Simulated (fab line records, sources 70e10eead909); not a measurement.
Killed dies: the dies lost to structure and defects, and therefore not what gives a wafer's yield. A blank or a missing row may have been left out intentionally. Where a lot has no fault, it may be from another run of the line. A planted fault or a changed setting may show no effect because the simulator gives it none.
A struck lot beside a sound one    flow nand harc    42 steps out of a route of 1302
Sound: these wafers, L377.1, L377.2, L377.4. Struck: wafer L388.3. (L388.4 of the same lot was not struck and is left out.) The cause comes at the end.
For every step that has rows: the tool of each side, followed by ch and its chambers, followed by its first start. Under that, the readings that differ: sound wafers    struck wafers    difference of the means    sigmas: that difference in standard deviations of wafers without a fault.
alike: words and numbers the same on both sides, and readings whose means are apart by under 2 such deviations; not compared: readings that were withheld, readings missing a value for some wafer, numbers with overlapping values and no deviation given by the record, and bounds like >300 which may hide the same value.
Wherever a step has rows on one side only, a row that says differs or no value, or a row with sigmas, the two part there. Numbers that don't overlap but have no deviation are shown without sigmas and don't part them. A reading that every wafer of one side lacks parts them only if that side has two wafers or more.

first, 1 step without rows for these wafers: NHARC_A_ONON_D2_DEP_19 (target thk 1000 nm).
NHARC_A_ONON_D2_THK_MEAS_21: measures by ellipsometry.
  sound: film metro-01 at day 16 02:16; struck: film metro-02 at day 20 01:30
  alike: thk nm
then, 1 step without rows for these wafers: NHARC_A_ONON_D2_DEP_22 (target thk 1000 nm).
NHARC_A_ONON_D2_THK_MEAS_24: measures by ellipsometry.
  sound: film metro-02 at day 16 02:49; struck: film metro-01 at day 20 02:04
  alike: thk nm
then, 1 step without rows for these wafers: NHARC_A_ONON_D2_DEP_25 (target thk 1000 nm).
NHARC_A_ONON_D2_THK_MEAS_27: measures by ellipsometry.
  sound: film metro-02 at day 16 03:23; struck: film metro-01 at day 20 02:38
  alike: thk nm
then, 1 step without rows for these wafers: NHARC_A_ONON_D2_DEP_28 (target thk 1000 nm).
NHARC_A_ONON_D2_THK_MEAS_30: measures by ellipsometry.
  sound: film metro-02 at day 16 03:58; struck: film metro-02 at day 20 03:12
  alike: thk nm
NHARC_A_ONON_D2_DEP_33: deposits SiO2, target thk 200 nm.
  sound on pecvd-02 ch 1,2, day 16 04:01; struck on pecvd-02 ch 2, day 20 03:16
  alike: heater power w, throttle valve pct
NHARC_A_ONON_D2_THK_MEAS_34: measures by ellipsometry.
  sound: film metro-01 at day 16 04:26; struck: film metro-02 at day 20 03:40
  alike: thk nm
NHARC_A_ONON_D2_INSPECT_32:
  sound: defect inspect-01 at day 16 04:31; struck: defect inspect-02 at day 20 03:44
  alike: raw defect count
NHARC_A_CHANNEL_HOLE_D2_DEP_00: deposits aC, target thk 3100 nm.
  sound on acl dep-01 ch 0, day 16 04:35; struck on acl dep-01 ch 0, day 20 09:56
  alike: throttle valve pct
NHARC_A_CHANNEL_HOLE_D2_DEP_01: deposits SiON, target thk 140 nm.
  sound on pecvd-01 ch 1,2, day 16 06:38; struck on pecvd-03 ch 0, day 20 11:15
  alike: heater power w
then, 10 steps without rows for these wafers: NHARC_A_CHANNEL_HOLE_D2_DEHYDRATE_02 (time 120 s); NHARC_A_CHANNEL_HOLE_D2_HMDS_03 (time 30 s); NHARC_A_CHANNEL_HOLE_D2_COAT_36 (time 75 s); NHARC_A_CHANNEL_HOLE_D2_COAT_37 (time 65 s); NHARC_A_CHANNEL_HOLE_D2_COAT_04 (resist thk 90 nm); NHARC_A_CHANNEL_HOLE_D2_SOFTBAKE_05 (time 55 s); NHARC_A_CHANNEL_HOLE_D2_EBR_06; NHARC_A_CHANNEL_HOLE_D2_EXPOSE_07 (exposes mask HOLE D2, target cd 100 nm); NHARC_A_CHANNEL_HOLE_D2_PEB_08 (peb time 65 s); NHARC_A_CHANNEL_HOLE_D2_DEVELOP_09 (develop time 35 s).
NHARC_A_CHANNEL_HOLE_D2_CD_MEAS_10 targets a cd of 100 nm.
  sound on cd sem-03 ch 0, day 16 07:22; struck on cd sem-01 ch 0, day 20 11:57
  alike: cd nm
NHARC_A_CHANNEL_HOLE_D2_OVL_MEAS_11:
  sound: overlay-01 at day 16 07:27; struck: overlay-01 at day 20 12:02
  alike: overlay x nm, overlay y nm
NHARC_A_CHANNEL_HOLE_D2_INSPECT_12:
  sound: defect inspect-01 at day 16 07:29; struck: defect inspect-02 at day 20 12:04
  alike: raw defect count
then, 5 steps without rows for these wafers: NHARC_A_CHANNEL_HOLE_D2_DESCUM_15 (chemistry O2, time 3 s); NHARC_A_CHANNEL_HOLE_D2_ETCH_38 (etches the open film in CF4, target depth 39 nm, time 65 s); NHARC_A_CHANNEL_HOLE_D2_ETCH_39 (etches the open film in N2/H2, target depth 260 nm, time 325 s); NHARC_A_CHANNEL_HOLE_D2_ETCH_34 (etches the open film in CF4/CHF3, target depth 154 nm, time 77 s); NHARC_A_CHANNEL_HOLE_D2_ETCH_16 (etches the open film in O2/COS, target depth 3100 nm, time 806 s).
NHARC_A_CHANNEL_HOLE_D2_CD_MEAS_18:
  sound: cd sem-03 at day 16 08:40; struck: cd sem-03 at day 20 13:14
  alike: cd nm
then, 3 steps without rows for these wafers: NHARC_A_CHANNEL_HOLE_D2_ETCH_19 (etches the open film in C4F8/O2/Ar, time 34.5 s); NHARC_A_CHANNEL_HOLE_D2_ETCH_20 (etches the open film in C4F8/O2/Ar, time 361.9 s, target depth 1600 nm); NHARC_A_CHANNEL_HOLE_D2_ETCH_21 (etches the open film in C4F8/O2/Ar, time 514.3 s, target depth 1600 nm).
NHARC_A_CHANNEL_HOLE_D2_ETCH_22: etches the open film in C4F8/O2/Ar, time 666.7 s, target depth 1600 nm.
  sound on har etch-02 ch 0,1, day 16 09:36; struck on har etch-02 ch 0, day 20 17:35
  alike: drypump motor current A, showerhead plenum p Torr, throttle valve pct
  not compared: rf hours counter h
then, 1 step without rows for these wafers: NHARC_A_CHANNEL_HOLE_D2_ETCH_23 (etches the open film in C4F8/O2/Ar, time 819 s, target depth 1600 nm).
NHARC_A_CHANNEL_HOLE_D2_ETCH_24: etches the open film in C4F8/O2/Ar, time 906.2 s, target depth 1500 nm.
  sound on har etch-02 ch 0,1, day 16 10:50; struck on har etch-02 ch 0, day 20 18:55
  alike: drypump motor current A, showerhead plenum p Torr, throttle valve pct
  not compared: rf hours counter h
then, 2 steps without rows for these wafers: NHARC_A_CHANNEL_HOLE_D2_ETCH_25 (etches the open film in C4F8/O2/Ar, time 1040.2 s, target depth 1500 nm); NHARC_A_CHANNEL_HOLE_D2_ETCH_26 (etches the open film in C4F8/O2/Ar, time 224.1 s, target depth 300 nm).
NHARC_A_CHANNEL_HOLE_D2_ETCH_27: etches the open film in C4F8/O2/Ar, time 90 s, target depth 400 nm.
  sound on har etch-02 ch 0,1, day 16 12:41; struck on har etch-02 ch 0, day 20 20:34
  alike: drypump motor current A, showerhead plenum p Torr, throttle valve pct
  not compared: rf hours counter h
-- record jumps: 12 days between struck wafers' starts before vs after; left off in module A_CHANNEL_HOLE_D2, resumes in module END, first step shown is number 1302 of the route --
NHARC_END_SORT_01:
  the record has rows for the struck wafers here (prober-01 ch 0, day 32 09:27) and none for the sound ones

## WHERE THEY PART
At NHARC_END_SORT_01 and nowhere else, as far as this record goes.

WHY: the cause the simulator had injected
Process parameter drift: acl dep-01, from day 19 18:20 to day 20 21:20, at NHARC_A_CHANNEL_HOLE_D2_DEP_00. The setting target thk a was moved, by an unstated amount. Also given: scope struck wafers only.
